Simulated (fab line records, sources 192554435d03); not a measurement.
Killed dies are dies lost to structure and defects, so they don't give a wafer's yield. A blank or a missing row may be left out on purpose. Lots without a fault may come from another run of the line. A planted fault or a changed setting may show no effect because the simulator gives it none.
fab line records | flow n5_finfet
record lots=6 wafers=18 last_day=19
route steps=1938 shown BEOL_M12@1643 BEOL_M13@1672 BEOL_M15@1830
lots that met no fault: from a run of the same line without faults
start_h: hours from the record's first day to the start of the lot's first wafer shown | wait_h: hours since the lot's step before | " the same as in the row above | L1.1+2: a row that stands for several wafers | - no value, or no start given | * or withheld: withheld | < > ~ a bound
route shown NAME@n: a module of which the file shows steps, and the number in the route of the first | usual: mean/standard deviation of fault-free wafers | same: alike in all rows | chamber/n: place in a boat | sites: the reading at each site | _std_site: their standard deviation | _edge_site: outer sites' mean less inner sites' | radius_mm: how far each site lies from the wafer's centre | mask NAME#n: copy n | behind: the tool/chamber that last shaped the wafer | hold: why the lot was held/for how many hours/how that ended | device: the transistor (n, p or np) that didn't switch | end of line: the same wafers' tests at the end of the route | a step without rows: its recipe alone | killed: dies lost to structure and defects at the first sort, not the wafer's yield | map: a wafer's dies, x killed, . not, _ none there
set.NAME: the setting as run; set.NAME@STEP: as run at that earlier step | model.NAME: the simulator's own value behind a step, which no gauge read
steps of the route over a sample of lots; a table a step, a row a wafer
services: from which hour (start_h, from the record's first day; less than 0 if before it) a tool's chamber was out of use, for how many hours, and why
## steps
# step N5_BEOL_M12_ETCH_38
# recipe chemistry=CF4/N2 target=SiCN target_depth_a=687 taper_deg=2 time_s=73.4 ion_energy_ev=150 mask_material=SiO2 pressure_mtorr=40 source_w=430 bias_w=70 Ar_flow_sccm=100 cf4_flow_sccm=60 n2_flow_sccm=60
# usual drypump_motor_current_A=5.9/0.49 oes_product_au=0.80/0.07 rf_vpp_V=381.3/2.1 showerhead_plenum_p_Torr=2.17/0.077 throttle_valve_pct=15.44/0.19
# columns lot.wafer tool chamber start_h wait_h drypump_motor_current_A oes_product_au rf_hours_counter_h rf_vpp_V showerhead_plenum_p_Torr throttle_valve_pct
L626.2 rie_diel-05 3 309.92 - 5.5 0.86 40 381.7 2.16 15.09
L626.3 " 0 " " 5.4 0.81 88 382.0 2.24 15.41
L626.6 " 2 " " 5.6 0.75 - 383.7 2.27 15.72
L627.1 rie_diel-05 0 332.96 - 5.4 0.80 96 383.0 2.24 15.41
L627.4 " 2 " " 5.7 0.74 235 385.1 2.27 15.70
L627.6 " 3 " " 5.5 0.85 - 380.7 2.16 15.12
L639.2 rie_diel-03 1 407.39 - 6.5 0.78 107 381.3 2.22 15.34
L639.5 " 2 " " 6.7 0.78 - 381.6 2.22 15.68
L639.6 " 1 " " 6.5 0.77 - 383.2 2.22 15.31
L636.2 rie_diel-01 0 410.42 - 6.2 0.69 226 380.9 2.09 15.71
L636.3 " 2 " " 5.4 0.90 30 383.5 2.24 15.27
L636.6 " 2 " " 5.4 0.93 - 382.6 2.24 15.27
L641.2 rie_diel-01 1 418.18 - 6.5 0.76 127 379.9 2.14 15.26
L641.4 " 3 " " 5.1 0.69 246 376.6 1.99 15.44
L641.6 " 0 " " 6.3 0.69 - 378.7 2.09 15.71
L642.1 rie_diel-05 2 421.56 - 5.6 0.94 11 383.2 2.26 15.27
L642.3 " 1 " " 6.1 0.81 93 378.6 2.14 15.38
L642.4 " 0 " " 5.4 0.76 130 383.6 2.22 15.49
# step N5_BEOL_M13_DESCUM_15
# recipe chemistry=O2 time_s=7.9 source_power_w=50 bias_power_w=20 pressure_mtorr=20 rf_frequency_hz=2.712e+07 temp_c=40 o2_flow_sccm=225
# usual drypump_motor_current_A=5.5/0.39 oes_product_au=0.81/0.11 rf_vpp_V=242.8/1.6 showerhead_plenum_p_Torr=2.07/0.08 throttle_valve_pct=20.4/0.31
# columns lot.wafer tool chamber start_h wait_h drypump_motor_current_A oes_product_au rf_hours_counter_h rf_vpp_V showerhead_plenum_p_Torr throttle_valve_pct
L626.2 rie_diel-06 2 312.57 0.0 5.2 0.69 245 243.4 2.16 20.6
L626.3 " 3 " " 5.4 0.72 206 242.1 2.01 21.0
L626.6 " 3 " " 5.4 0.71 - 241.0 2.01 21.0
L627.1 rie_diel-06 0 337.12 1.1 4.9 0.81 72 242.0 2.05 20.3
L627.4 " 1 " " 5.7 0.70 - 241.0 1.97 20.4
L627.6 " 0 " " 4.9 0.81 - 244.1 2.05 20.3
L639.2 rie_diel-06 0 409.83 0.0 5.0 0.78 95 243.4 2.04 20.4
L639.5 " 2 " " 5.2 0.93 - 242.2 2.15 20.2
L639.6 " 0 " " 4.9 0.79 - 242.3 2.04 20.4
L636.2 rie_diel-06 2 412.83 0.0 5.2 0.93 22 246.0 2.15 20.2
L636.3 " 0 " " 4.9 0.77 97 241.9 2.04 20.4
L636.6 " 3 " " 5.4 0.68 - 241.6 2.00 21.1
L641.2 rie_diel-06 1 420.54 0.0 5.7 0.94 15 246.3 2.23 20.0
L641.4 " 0 " " 4.9 0.77 100 242.7 2.04 20.4
L641.6 " 0 " " 4.9 0.78 - 242.8 2.04 20.4
L642.1 rie_diel-02 1 424.34 0.0 6.1 0.68 232 240.4 1.96 20.1
L642.3 " 2 " " 5.5 0.91 28 243.0 2.04 20.1
L642.4 " 3 " " 5.7 0.98 13 241.8 2.05 20.4
# step N5_BEOL_M13_TRENCH_ETCH_34
# recipe chemistry=C4F8/O2/Ar target=SiOC target_depth_a=4134.7 mask_material=SOC pressure_mtorr=30 source_w=3000 bias_w=700 Ar_flow_sccm=400 C4F8_flow_sccm=15 O2_flow_sccm=8 he_inner_torr=15 he_outer_torr=30 time_s=162.6 ion_energy_ev=250
# usual O2_flow_sccm=8.002/0.023 drypump_motor_current_A=5.5/0.38 he_outer_torr=30.00/0.067 oes_product_au=0.82/0.11 rf_vpp_V=664/3.6 showerhead_plenum_p_Torr=3.39/0.13 throttle_valve_pct=24.14/0.24
# columns lot.wafer tool chamber start_h wait_h O2_flow_sccm drypump_motor_current_A he_outer_torr oes_product_au rf_hours_counter_h rf_vpp_V showerhead_plenum_p_Torr throttle_valve_pct
L626.2 rie_diel-06 3 314.08 0.0 7.957 5.3 29.92 0.71 207 662 3.26 24.58
L626.3 " 0 " " 8.000 4.9 29.98 0.82 61 662 3.33 23.98
L626.6 " 0 " " 8.002 4.9 29.95 0.81 - 664 3.33 23.97
L627.1 rie_diel-06 3 340.18 0.0 8.003 5.4 30.08 0.70 220 660 3.25 24.59
L627.4 " 1 " " 7.983 5.7 30.05 0.69 - 661 3.27 24.26
L627.6 " 0 " " 7.979 4.9 30.03 0.81 - 662 3.32 23.98
L639.2 rie_diel-06 0 411.74 0.0 7.984 4.9 30.03 0.78 96 663 3.31 24.01
L639.5 " 2 " " 8.001 5.2 29.94 0.93 - 667 3.49 23.97
L639.6 " 0 " " 7.965 4.9 29.96 0.77 - 663 3.31 24.02
L636.2 rie_diel-06 3 414.33 0.0 8.014 5.4 30.00 0.69 245 659 3.24 24.63
L636.3 " 0 " " 8.020 4.9 30.02 0.79 98 664 3.31 24.02
L636.6 " 0 " " 7.997 4.9 29.99 0.78 - 663 3.31 24.01
L641.2 rie_diel-04 1 421.88 0.0 7.971 6.3 30.01 0.86 48 672 3.64 24.23
L641.4 " 2 " " 7.989 5.2 29.94 0.66 241 667 3.52 24.45
L641.6 " 0 " " 7.991 5.8 30.17 0.82 - 664 3.33 24.07
L642.1 rie_diel-06 0 425.82 0.0 7.990 4.9 29.98 0.77 102 661 3.31 24.02
L642.3 " 1 " " 8.011 5.7 29.95 0.93 17 670 3.66 23.94
L642.4 " 0 " " 7.985 4.9 30.01 0.77 - 663 3.31 24.04
# step N5_BEOL_M13_OCD_MEAS_35
# usual trench_depth_nm=413/9.7
# columns lot.wafer tool chamber start_h wait_h trench_depth_nm
L626.2 ocd-01 - 314.25 0.0 409
L626.3 " - " " 407
L626.6 " - " " 408
L627.1 ocd-01 - 340.35 0.0 409
L627.4 " - " " 353
L627.6 " - " " 405
L639.2 ocd-02 - 411.92 0.0 408
L639.5 " - " " 424
L639.6 " - " " 407
L636.2 ocd-02 - 414.50 0.0 414
L636.3 " - " " 407
L636.6 " - " " 408
L641.2 ocd-02 - 422.06 0.0 416
L641.4 " - " " 394
L641.6 " - " " 411
L642.1 ocd-02 - 425.99 0.0 406
L642.3 " - " " 428
L642.4 " - " " 405
# step N5_BEOL_M13_ANNEAL_48
# recipe temp_c=225 time_s=90 ambient=N2
# usual wafer_temp_C_max=226.04/0.29
# columns lot.wafer tool chamber start_h wait_h wafer_temp_C_max
L626.2 rtp_anneal-02 0 316.36 0.2 226.63
L626.3 " 0 " " 226.17
L626.6 " 0 " " 226.50
L627.1 rtp_anneal-02 0 344.28 0.1 225.95
L627.4 " 0 " " 225.99
L627.6 " 0 " " 226.10
L639.2 rtp_anneal-01 0 413.28 0.2 225.93
L639.5 " 0 " " 226.35
L639.6 " 0 " " 226.24
L636.2 rtp_anneal-01 0 416.07 0.2 225.82
L636.3 " 0 " " 226.30
L636.6 " 0 " " 226.33
L641.2 rtp_anneal-02 0 426.27 0.2 225.71
L641.4 " 0 " " 225.77
L641.6 " 0 " " 226.10
L642.1 rtp_anneal-01 0 429.47 0.6 226.08
L642.3 " 0 " " 226.62
L642.4 " 0 " " 226.44
# step N5_BEOL_M13_THK_MEAS_50
# recipe thk_meas_gauge=xrf reads=Cu_of_BEOL_M13_ECD_47
# usual M13_THK=427/10
# columns lot.wafer tool chamber start_h wait_h M13_THK[nm]
L626.2 film_metro-02 - 317.07 - 428
L626.3 " - " " 422
L626.6 " - " " 424
L627.1 film_metro-02 - 344.87 - 428
L627.4 " - " " 373
L627.6 " - " " 426
L639.2 film_metro-01 - 413.83 - 419
L639.5 " - " " 434
L639.6 " - " " 420
L636.2 film_metro-01 - 416.62 - 422
L636.3 " - " " 418
L636.6 " - " " 421
L641.2 film_metro-02 - 426.82 - 438
L641.4 " - " " 408
L641.6 " - " " 430
L642.1 film_metro-01 - 430.07 - 415
L642.3 " - " " 434
L642.4 " - " " 414
# step N5_BEOL_M13_RS_MEAS_54
# recipe thk_meas_gauge=four-point-probe reads=Cu_of_BEOL_M13_ECD_47+Ta_of_BEOL_M13_SPUTTER_44+TaN_of_BEOL_M13_SPUTTER_43
# usual M13_RS=0.0449/0.0011
# columns lot.wafer tool chamber start_h wait_h M13_RS[ohm/sq]
L626.2 film_metro-01 - 317.20 0.1 0.0453
L626.3 " - " " 0.0458
L626.6 " - " " 0.0457
L627.1 film_metro-02 - 345.03 0.1 0.0453
L627.4 " - " " 0.0526
L627.6 " - " " 0.0456
L639.2 film_metro-01 - 413.96 0.1 0.0457
L639.5 " - " " 0.0439
L639.6 " - " " 0.0456
L636.2 film_metro-01 - 416.75 0.1 0.0448
L636.3 " - " " 0.0455
L636.6 " - " " 0.0453
L641.2 film_metro-02 - 426.95 0.1 0.0445
L641.4 " - " " 0.0474
L641.6 " - " " 0.0453
L642.1 film_metro-01 - 430.20 0.0 0.0456
L642.3 " - " " 0.0434
L642.4 " - " " 0.0459
# step N5_BEOL_M15_RC_MEAS_101
# usual etest_temp_c=25.00/0.11 COMB_M10=1.49e-11/2.9e-12 COMB_M10_max_site=2.1e-11/4.8e-12 COMB_M11=1.49e-11/2.6e-12 COMB_M12=7e-12/1.3e-12 COMB_M13=5.4e-12/1e-12 COMB_M14=4.1e-12/6.5e-13 COMB_M14_max_site=5.7e-12/1.2e-12 COMB_M15=3e-12/5.3e-13 COMB_M15_max_site=4.1e-12/8.2e-13 COMB_M5=3.7e-11/7.7e-12 COMB_M6=2.6e-11/5e-12 COMB_M7=2.6e-11/6.3e-12 COMB_M8=2.5e-11/5.3e-12 COMB_M9=1.5e-11/3.1e-12 SERP_M10=3.07/0.09 SERP_M11=3.05/0.12 SERP_M11_max_site=3.15/0.13 SERP_M12=0.641/0.017 SERP_M13=0.310/0.0086 SERP_M13_max_site=0.313/0.0087 SERP_M14=0.160/0.0045 SERP_M5=39.3/2 SERP_M6=13.8/0.62 SERP_M7=13.4/0.62 SERP_M8=13.8/0.56 SERP_M9=3.08/0.11
# columns lot.wafer tool chamber start_h wait_h etest_temp_c COMB_M10[S/m] COMB_M10_max_site[S/m] COMB_M11[S/m] COMB_M12[S/m] COMB_M13[S/m] COMB_M14[S/m] COMB_M14_max_site[S/m] COMB_M15[S/m] COMB_M15_max_site[S/m] COMB_M5[S/m] COMB_M6[S/m] COMB_M7[S/m] COMB_M8[S/m] COMB_M9[S/m] SERP_M10[ohm/um] SERP_M11[ohm/um] SERP_M11_max_site[ohm/um] SERP_M12[ohm/um] SERP_M13[ohm/um] SERP_M13_max_site[ohm/um] SERP_M14[ohm/um] SERP_M5[ohm/um] SERP_M6[ohm/um] SERP_M7[ohm/um] SERP_M8[ohm/um] SERP_M9[ohm/um]
L626.2 prober-02 0 327.77 0.2 24.76 1.36e-11 2.1e-11 1.59e-11 6.6e-12 5.4e-12 4.9e-12 6.1e-12 2.8e-12 4.3e-12 2.7e-11 2e-11 2.2e-11 1.5e-11 8e-12 3.08 3.03 3.16 0.653 0.312 0.313 0.160 37.4 12.8 14.4 14.7 3.07
L626.3 " 0 " " 24.94 1.17e-11 1.5e-11 1.26e-11 5.7e-12 4.1e-12 5.3e-12 7e-12 2.4e-12 4.2e-12 2.3e-11 1.8e-11 2.4e-11 2.5e-11 1.1e-11 3.17 2.96 3.06 0.634 0.312 0.314 0.162 39.3 14.1 14.5 13.5 3.14
L626.6 " 0 " " 25.10 1.39e-11 1.9e-11 1.18e-11 6.3e-12 4.3e-12 4.5e-12 6.8e-12 2.8e-12 3.4e-12 2.2e-11 1.8e-11 2.7e-11 2.2e-11 1.6e-11 3.23 3.02 3.08 0.637 0.308 0.310 0.162 39.9 13.0 14.1 13.8 3.02
L627.1 prober-01 0 358.71 0.0 25.07 1.38e-11 1.8e-11 1.97e-11 6.6e-12 6.5e-12 3.9e-12 5.1e-12 2.9e-12 3.4e-12 4.1e-11 2.6e-11 2.5e-11 3e-11 1.9e-11 3.14 3.06 3.22 0.629 0.314 0.320 0.166 42.1 13.6 13.7 14.0 3.11
L627.4 " 0 " " 25.15 1.91e-11 2.6e-11 1.71e-11 8.5e-12 5.9e-12 4.9e-12 6.2e-12 2.7e-12 3.3e-12 4.4e-11 2.6e-11 3.3e-11 2.3e-11 1.9e-11 3.17 3.24 3.42 0.658 0.367 0.373 0.160 42.9 14.5 14.1 13.1 3.06
L627.6 " 0 " " 25.04 1.56e-11 1.8e-11 1.36e-11 5.2e-12 5.1e-12 3.6e-12 4.7e-12 2.8e-12 3.2e-12 3.9e-11 3.1e-11 3.4e-11 3.1e-11 1.9e-11 3.09 2.90 3.09 0.646 0.312 0.316 0.154 40.1 14.5 13.6 13.8 2.96
L639.2 prober-02 0 426.78 0.2 25.17 1.2e-11 2.2e-11 1.16e-11 7e-12 5.4e-12 4.3e-12 5.4e-12 3.5e-12 3.8e-12 3.8e-11 2.5e-11 2.6e-11 2.2e-11 1.4e-11 2.99 3.04 3.10 0.643 0.311 0.314 0.158 38.1 13.5 13.9 13.5 3.05
L639.5 " 0 " " 24.85 1.47e-11 2.5e-11 1.22e-11 7.1e-12 6.5e-12 3.8e-12 6.5e-12 3.5e-12 4.1e-12 3.8e-11 3.5e-11 3.4e-11 2.8e-11 1.2e-11 3.04 2.85 2.89 0.634 0.297 0.302 0.162 37.3 14.5 13.6 14.9 3.24
L639.6 " 0 " " 25.04 1.16e-11 1.4e-11 1.44e-11 9.8e-12 6.9e-12 4e-12 6.2e-12 3.8e-12 4.8e-12 3.4e-11 3.7e-11 2.7e-11 2.4e-11 1.6e-11 3.14 3.10 3.13 0.650 0.312 0.316 0.157 39.1 14.3 12.6 13.9 3.04
L636.2 prober-02 0 434.87 0.2 24.91 1.13e-11 2.2e-11 1.82e-11 5.7e-12 5.7e-12 4.7e-12 6.5e-12 2.5e-12 3.1e-12 3.6e-11 2.7e-11 1.8e-11 3.3e-11 1e-11 2.90 2.77 2.86 0.628 0.313 0.317 0.155 42.4 13.7 12.5 14.2 2.91
L636.3 " 0 " " 25.02 1.89e-11 2.3e-11 1.77e-11 6.1e-12 6.5e-12 4.3e-12 5.3e-12 2.7e-12 3.7e-12 4.2e-11 2.4e-11 3.3e-11 3.5e-11 1.4e-11 3.04 3.02 3.09 0.643 0.313 0.317 0.169 39.9 14.1 11.6 13.5 3.02
L636.6 " 0 " " 24.81 1.33e-11 2.1e-11 1.4e-11 9.1e-12 5e-12 4.3e-12 5.9e-12 3.1e-12 3.5e-12 4.9e-11 2.9e-11 1.8e-11 2.3e-11 1e-11 3.15 2.84 2.95 0.620 0.313 0.317 0.158 40.1 13.8 14.2 13.7 3.02
L641.2 prober-01 0 440.99 0.2 24.97 1.55e-11 2.6e-11 1.27e-11 6.9e-12 5.6e-12 4.1e-12 6.3e-12 2.2e-12 3.5e-12 5.8e-11 2.6e-11 4e-11 1.9e-11 1.5e-11 3.14 2.84 3.02 0.649 0.306 0.310 0.157 37.3 12.9 13.5 13.4 3.00
L641.4 " 0 " " 24.87 1.42e-11 1.7e-11 1.49e-11 7.7e-12 5.5e-12 3.3e-12 6.1e-12 2.8e-12 3.7e-12 3.2e-11 2.1e-11 2.7e-11 2.1e-11 1.3e-11 3.05 2.92 3.03 0.639 0.330 0.331 0.158 38.3 13.3 13.8 13.9 3.04
L641.6 " 0 " " 24.91 1.66e-11 2.3e-11 1.06e-11 9.2e-12 6.5e-12 3.1e-12 4.1e-12 2.5e-12 2.9e-12 4.8e-11 2.6e-11 4.6e-11 3.1e-11 1.4e-11 3.02 3.09 3.12 0.650 0.308 0.311 0.162 38.6 13.4 13.4 13.2 3.25
L642.1 prober-02 0 443.99 0.0 25.06 1.3e-11 1.7e-11 1.03e-11 6.8e-12 5.1e-12 3.6e-12 4.1e-12 3.6e-12 4.3e-12 3.7e-11 2.5e-11 2.5e-11 1.6e-11 1.2e-11 2.99 3.07 3.27 0.663 0.317 0.321 0.169 39.8 13.6 13.7 13.2 2.92
L642.3 " 0 " " 24.99 1.25e-11 1.6e-11 1.58e-11 9e-12 5.1e-12 4.2e-12 5.7e-12 2.8e-12 3.6e-12 3.1e-11 2.8e-11 3.5e-11 1.8e-11 1.6e-11 2.90 3.23 3.35 0.671 0.307 0.314 0.157 37.9 13.5 12.3 13.5 3.04
L642.4 " 0 " " 24.94 1.08e-11 1.6e-11 1.03e-11 8.5e-12 4.6e-12 4.2e-12 6.3e-12 3e-12 4.4e-12 3e-11 2e-11 3e-11 2.1e-11 1.3e-11 3.02 3.11 3.23 0.641 0.319 0.322 0.159 38.6 14.5 12.7 13.9 3.05
# sites SERP_M13 radius_mm=0,75,75,75,75,140,140,140,140
L626.2 0.312 0.313 0.309 0.313 0.313 0.310 0.313 0.312 0.311
L627.1 0.313 0.314 0.320 0.320 0.317 0.314 0.312 0.315 0.311
L639.2 0.311 0.310 0.314 0.311 0.312 0.311 0.310 0.307 0.310
L636.2 0.313 0.314 0.313 0.317 0.313 0.313 0.310 0.308 0.306
L641.2 0.306 0.309 0.307 0.310 0.304 0.307 0.304 0.304 0.304
L642.1 0.313 0.318 0.321 0.320 0.318 0.313 0.309 0.317 0.311
## services
# columns tool chamber start_h hours kind
rie_diel-04 3 294.15 6.5 repair
rie_diel-02 1 309.20 6.3 repair
rie_diel-02 3 309.72 16.3 repair
rie_diel-03 - 322.81 14.6 pm
rie_diel-06 2 324.33 - clean
rie_diel-06 2 324.33 - consumable_replace:focus_ring
rie_diel-06 2 324.33 21.0 scheduled_down
rie_diel-06 2 324.33 21.0 vent_cycle
rie_diel-02 - 329.20 14.6 pm
rie_diel-06 3 331.95 2.6 repair
rtp_anneal-01 - 333.08 4.2 pm
rie_diel-04 - 336.59 4.8 repair
rie_diel-06 - 338.02 0.6 repair
rie_diel-01 1 341.15 22.0 repair
rie_diel-06 1 345.30 - clean
rie_diel-06 1 345.30 - consumable_replace:focus_ring
rie_diel-06 1 345.30 - consumable_replace:showerhead
rie_diel-06 1 345.30 15.0 scheduled_down
rie_diel-06 1 345.30 15.0 vent_cycle
rie_diel-06 0 347.58 3.7 repair
rie_diel-05 2 349.12 1.4 repair
rie_diel-06 - 354.64 4.3 pm
rie_diel-05 3 395.52 5.8 repair
rie_diel-01 2 422.68 5.6 repair
## key
first_sign step=N5_BEOL_M13_OCD_MEAS_35 reading=trench_depth_nm direction=down sigmas=6.2 usual=413 struck=353
effect step=N5_BEOL_M13_THK_MEAS_50 reading=M13_THK direction=down sigmas=5.2 usual=427 struck=373
effect step=N5_BEOL_M13_RS_MEAS_54 reading=M13_RS direction=up sigmas=7 usual=0.0449 struck=0.0526
effect step=N5_BEOL_M15_RC_MEAS_101 reading=SERP_M13 direction=up sigmas=6.7 usual=0.310 struck=0.367
met_at N5_BEOL_M13_TRENCH_ETCH_34
struck_lots L627
struck_wafers L627.4
not_acting_at N5_BEOL_M12_ETCH_38,N5_BEOL_M13_DESCUM_15,N5_BEOL_M13_ANNEAL_48
fault kind=process_parameter_drift tool=rie_diel-06 chamber=1 onset_h=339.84 steps=N5_BEOL_M13_TRENCH_ETCH_34 channel=target_depth_a offset=-529.35 shape=step end_h=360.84 acts_in=these_recipes_only stated=4134.7
